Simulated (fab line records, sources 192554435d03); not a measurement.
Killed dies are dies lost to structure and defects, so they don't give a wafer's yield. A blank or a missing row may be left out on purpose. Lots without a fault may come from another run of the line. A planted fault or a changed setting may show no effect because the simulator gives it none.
Split-lot experiment | flow n5_finfet | 7 lots, 21 wafers read, on a route of 1938 steps

THE SPLIT
At N5_BEOL_M2_VIA_ETCH_34 (etches the open film in C4F6/O2, target depth 69.4 nm, time 65.9 s), the setting source_w was moved away from the recipe's 350 W on 6 of the 21 wafers read, by -10.3% to +15.5%. The other wafers ran this setting at the recipe's value.

The reading is taken at the split's own step.

THE READING
rf_vpp_V, in V, at N5_BEOL_M2_VIA_ETCH_34 (etches the open film in C4F6/O2, target depth 69.4 nm, time 65.9 s). Fault-free wafers of this fab line usually give 662 V, standard deviation 4.3 V.

wafer  | tool, chamber at the split | source_w as run, W | against the recipe | rf_vpp_V, V | against lot-mates on the recipe
L079.1 | rie_diel-04, 2             | 367.1              | +4.9%              | 653         | -10
L079.2 | rie_diel-04, 1             | 350                | recipe             | 663         | -
L079.6 | rie_diel-04, 3             | 350                | recipe             | 664         | -
L081.3 | rie_diel-04, 2             | 350                | recipe             | 667         | -
L081.5 | rie_diel-04, 0             | 350                | recipe             | 659         | -
L081.6 | rie_diel-04, 1             | 313.9              | -10.3%             | 699         | +36
L082.1 | rie_diel-04, 2             | 350                | recipe             | 667         | -
L082.2 | rie_diel-04, 0             | 350                | recipe             | 660         | -
L082.3 | rie_diel-04, 3             | 350                | recipe             | 664         | -
L086.3 | rie_diel-04, 3             | 350                | recipe             | 663         | -
L086.5 | rie_diel-04, 3             | 350                | recipe             | 665         | -
L086.6 | rie_diel-04, 1             | 350                | recipe             | 663         | -
L088.1 | rie_diel-01, 2             | 404.1              | +15.5%             | 620         | -43
L088.2 | rie_diel-01, 0             | 350                | recipe             | 663         | -
L088.4 | rie_diel-01, 1             | 404.1              | +15.5%             | 611         | -52
L093.3 | rie_diel-01, 0             | 317.6              | -9.3%              | 694         | +38
L093.4 | rie_diel-01, 1             | 350                | recipe             | 655         | -
L093.5 | rie_diel-01, 3             | 350                | recipe             | 658         | -
L095.1 | rie_diel-06, 2             | 350                | recipe             | 656         | -
L095.2 | rie_diel-06, 3             | 350                | recipe             | 661         | -
L095.4 | rie_diel-06, 3             | 328                | -6.3%              | 684         | +26

THE FIT
A straight line over all 21 wafers: rf_vpp_V changes by -3.15 V for each +1% of source_w; r = -0.98; the points scatter about the line by 3.9 V.
The same after taking each lot's own level away (the mean of its wafers on the recipe; 21 wafers): -3.29 V for each +1%; r = -0.99; scatter 3.4 V.
On that fit, the largest move of source_w shifts the reading by 51 V.
The lots' own levels span 656.5 to 663.7 V, that is 1.7 times the standard deviation above.
So the lot-to-lot level changes the slope little: the two slopes agree.
Check: with one of the wafers moved furthest among these (+15.5%) left out of the fit, the line predicts -53.2 V for it against its lot-mates. It came out at -43 V against them.
Tool readings at the split's step, against how far the setting was moved: rf_vpp_V r = -0.98.

OTHER SPLITS ON THESE WAFERS
These wafers also went through other splits before the reading. Each is held against what the fit with the lots' levels taken away leaves over:
other split on the same wafers | wafers away from the commonest value | r with rf_vpp_V (lot level and that fit taken away)
N5_BEOL_M1_EXPOSE_25 dose_mj   | 8                                    | +0.35

THE FILE'S OWN FIT
rf_vpp_V changes by -3.37 V for each +1% of source_w, r = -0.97.
